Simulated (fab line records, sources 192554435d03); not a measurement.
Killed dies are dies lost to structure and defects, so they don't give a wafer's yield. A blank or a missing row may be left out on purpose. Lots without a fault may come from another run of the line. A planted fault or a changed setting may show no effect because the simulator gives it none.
Which tool did it? | flow n5_finfet | 24 lots, 72 wafers sampled, at 1 step of a route of 1938

WHAT THE GAUGES READ, wafer by wafer
N5_BEOL_M4_CD_MEAS_35: target cd 18 nm, target cd y 22.4 nm. Usual: cd_nm 18.10 nm, standard deviation 0.29.
lot  | measured     | on        | cd_nm (nm)        | flag
L074 | day 9 00:22  | cd_sem-02 | 17.25 18.21 18.49 |
L075 | day 9 12:04  | cd_sem-02 | 17.85 18.04 17.63 |
L077 | day 10 00:07 | cd_sem-02 | 17.95 18.10 18.13 |
L076 | day 10 08:37 | cd_sem-02 | 18.12 17.87 17.56 |
L078 | day 10 18:18 | cd_sem-01 | 18.34 17.98 17.80 |
L079 | day 11 04:46 | cd_sem-01 | 18.06 18.36 18.16 |
L080 | day 11 13:10 | cd_sem-02 | 18.52 18.01 18.44 |
L081 | day 12 21:13 | cd_sem-01 | 18.24 18.14 18.00 |
L083 | day 13 19:32 | cd_sem-03 | 17.98 17.98 18.35 |
L084 | day 14 06:25 | cd_sem-03 | 17.76 17.68 17.93 |
L085 | day 14 06:40 | cd_sem-03 | 18.29 18.32 18.51 |
L086 | day 14 19:10 | cd_sem-03 | 18.23 18.00 18.16 |
L087 | day 15 06:10 | cd_sem-02 | 18.13 18.03 18.30 |
L090 | day 15 10:18 | cd_sem-02 | 17.69 18.09 17.76 |
L088 | day 15 13:21 | cd_sem-02 | 18.13 18.35 17.79 |
L097 | day 15 23:15 | cd_sem-01 | 18.28 18.20 17.80 |
L095 | day 16 03:50 | cd_sem-01 | 17.43 17.78 17.59 |
L091 | day 16 12:46 | cd_sem-03 | 17.69 18.05 18.04 |
L092 | day 16 21:54 | cd_sem-01 | 18.55 18.19 17.89 |
L094 | day 17 00:44 | cd_sem-02 | 18.14 18.01 18.57 |
L089 | day 17 03:22 | cd_sem-01 | 17.68 17.59 17.97 |
L093 | day 17 03:29 | cd_sem-01 | 18.13 18.86 18.31 |
L082 | day 17 11:17 | cd_sem-02 | 18.72 18.64 18.38 |
L096 | day 17 11:22 | cd_sem-03 | 18.06 17.85 18.12 |

WHICH TOOL RAN EACH LOT (tool, then ch and the chambers of the sampled wafers, then the start)
The record holds no process step before these readings.

WHAT THE TOOLS THEMSELVES READ (means of the sampled wafers that have a number; where no wafer has one, the mark that the record gives instead)
The record holds no such reading with a usual standard deviation.

THE ANSWER, worked out from the rows above alone
Rule: a lot is off if the mean of its wafers that have a number lies more than 3 standard deviations from the usual mean. A lot without any number at a reading at which 4 lots or more have one is off too. The other lots that the step has rows for count as sound. The gauges are gone through in route order, then the tools' own readings, and for those a lot's mean is taken as printed above. The first step at which some lot is off is used, and at that step the reading that is off furthest; a lot without a number counts as furthest.
No lot is off at any reading shown: from this, nothing can be told.

WHAT THE SIMULATOR HAD PUT IN
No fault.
